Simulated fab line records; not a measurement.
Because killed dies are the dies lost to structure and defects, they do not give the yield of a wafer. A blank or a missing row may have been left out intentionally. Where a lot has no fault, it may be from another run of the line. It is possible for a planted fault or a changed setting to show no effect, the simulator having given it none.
Comparing a struck lot with a sound one | flow n5-finfet | 37 out of 1938 route steps
Sound: the wafers L226.1, L226.2, L226.4. The struck wafers were L224.2, L224.3, L224.5. The cause is named last.
At each step with rows: each side's tool, then ch and its chambers, then its first start. Under that, the readings that differ: sound wafers | struck wafers | difference of the means | sigmas: that difference in standard deviations of wafers without a fault.
alike: same words and numbers on both sides, and readings whose means sit less than 2 such deviations apart. not compared: any withheld reading, any reading some wafer has no value for, any bound like >300 that may hide the same value, and any number with overlapping values for which the record gives no deviation.
The two part at a step that has a row with sigmas, a row that says differs or no value, or rows on one side only. Numbers that have no deviation but don't overlap get no sigmas and don't part them. A reading missing from all wafers of one side parts the sides only when that side holds two or more wafers.

first, 8 steps without rows for these wafers: N5_BEOL_M8_SPUTTER_48 (material Cu, target thk 10 nm, time 1.667 s); N5_BEOL_M8_ECD_50 (material Cu, target thk 300 nm); N5_BEOL_M8_ANNEAL_51 (time 90 s); N5_BEOL_M8_CMP_52 (polishes, stops on SiCOH lowk, t overpolish 6.9 s, target thk 80 nm); N5_BEOL_M8_PRE_CLEAN_55 (time 15 s); N5_BEOL_M8_DEP_56 (deposits SiCN from 3MS/NH3, target thk 10 nm, time 17.5 s); N5_BEOL_M9_ILD_DEP_00 (deposits SiCOH lowk from DEMS/porogen, target thk 308.51 nm, time 58 s); N5_BEOL_M9_CURE_71 (cures SiCOH lowk, time 240 s).
N5_BEOL_M9_PECVD_70: deposits SiO2 from TEOS/O2, target thk 20 nm, time 22.7 s.
  sound on pecvd-02 ch 0,1,2, day 16 07:19; struck on pecvd-03 ch 0,2, day 16 01:11
  reading                                    | sound                | struck               | difference | sigmas
  susceptor-temp-C (C)                       | 399.65 400.27 400.05 | 376.88 376.78 377.12 | -23.06     | -96
  model.SiO2_of_BEOL_M9_PECVD_70.thk-nm (nm) | 19.8 19.6 20.4       | 22.8 23.2 23         | +3.1       |
  alike: heater-power-w, rf-fwd-power-W, showerhead-plenum-p-Torr, throttle-valve-pct
then, 25 steps without rows for these wafers: N5_BEOL_M9_HM_DEP_02 (deposits TiN, target thk 20 nm); N5_BEOL_M9_COAT_59 (time 60 s, resist thk 100 nm); N5_BEOL_M9_COAT_60 (time 60 s, resist thk 30 nm); N5_BEOL_M9_COAT_05 (resist thk 90 nm); N5_BEOL_M9_EBR_07; N5_BEOL_M9_SOFTBAKE_06 (time 60 s); N5_BEOL_M9_EXPOSE_08 (exposes mask M9); N5_BEOL_M9_PEB_09 (peb time 60 s); N5_BEOL_M9_DEVELOP_10 (develop time 30 s); N5_BEOL_M9_DESCUM_16 (chemistry O2, time 7.9 s); N5_BEOL_M9_ETCH_61 (etches SiARC in CF4, target depth 39 nm, time 65 s); N5_BEOL_M9_ETCH_62 (etches SOC in N2/H2, target depth 110 nm, overetch 22 nm, time 165 s); N5_BEOL_M9_STRIP_68 (strips in N2/H2); N5_BEOL_M9_STRIP_67 (strips in CF4); N5_BEOL_M9_HM_OPEN_17 (chemistry Cl2/BCl3, target TiN, target depth 20 nm, overetch 6 nm); N5_BEOL_M9_STRIP_19 (strips in O2); N5_BEOL_M9_COAT_63 (time 60 s, resist thk 60 nm); N5_BEOL_M9_COAT_64 (time 60 s, resist thk 12 nm); N5_BEOL_M9_COAT_75 (time 60 s, resist thk 5 nm); N5_BEOL_M9_COAT_22 (resist thk 30 nm); N5_BEOL_M9_EBR_24; N5_BEOL_M9_SOFTBAKE_23 (time 60 s); N5_BEOL_M9_EXPOSE_25 (exposes mask V8); N5_BEOL_M9_PEB_26 (peb time 60 s); N5_BEOL_M9_DEVELOP_27 (develop time 30 s).
N5_BEOL_M9_HM_STRIP_39: strips TiN in peroxide tin strip, target depth 25 nm, time 158 s.
  sound on wet-bench-06 ch 0,2,7, day 16 10:23; struck on wet-bench-06 ch 0,1,4, day 16 06:47
  reading                                    | sound          | struck     | difference | sigmas
  model.SiO2_of_BEOL_M9_PECVD_70.thk-nm (nm) | 19.6 19.4 20.2 | 22.6 23 23 | +3.1       |
N5_BEOL_M9_CMP_52: polishes, stops on SiCOH lowk, t overpolish 7 s, target thk 140 nm.
  sound on cmp-02 ch 1,2,3, day 16 13:58; struck on cmp-03 ch 1,2, day 16 09:08
  reading                      | sound          | struck         | difference | sigmas
  barrier-field-endpoint-s (s) | 28.6 27.5 28.4 | 32.7 33.2 31.9 | +4.4       | +6
  alike: clearing-platen-down-force-psi, motor-current-A
then, 1 step without rows for these wafers: N5_PASSIVATION_PROBE_49.

## WHERE THEY PART
Earliest at N5_BEOL_M9_PECVD_70; latest, in this record, at N5_BEOL_M9_CMP_52.

WHY: what the simulator had put in
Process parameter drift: pecvd-03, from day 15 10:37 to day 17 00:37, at N5_BEOL_M9_PECVD_70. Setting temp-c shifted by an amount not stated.
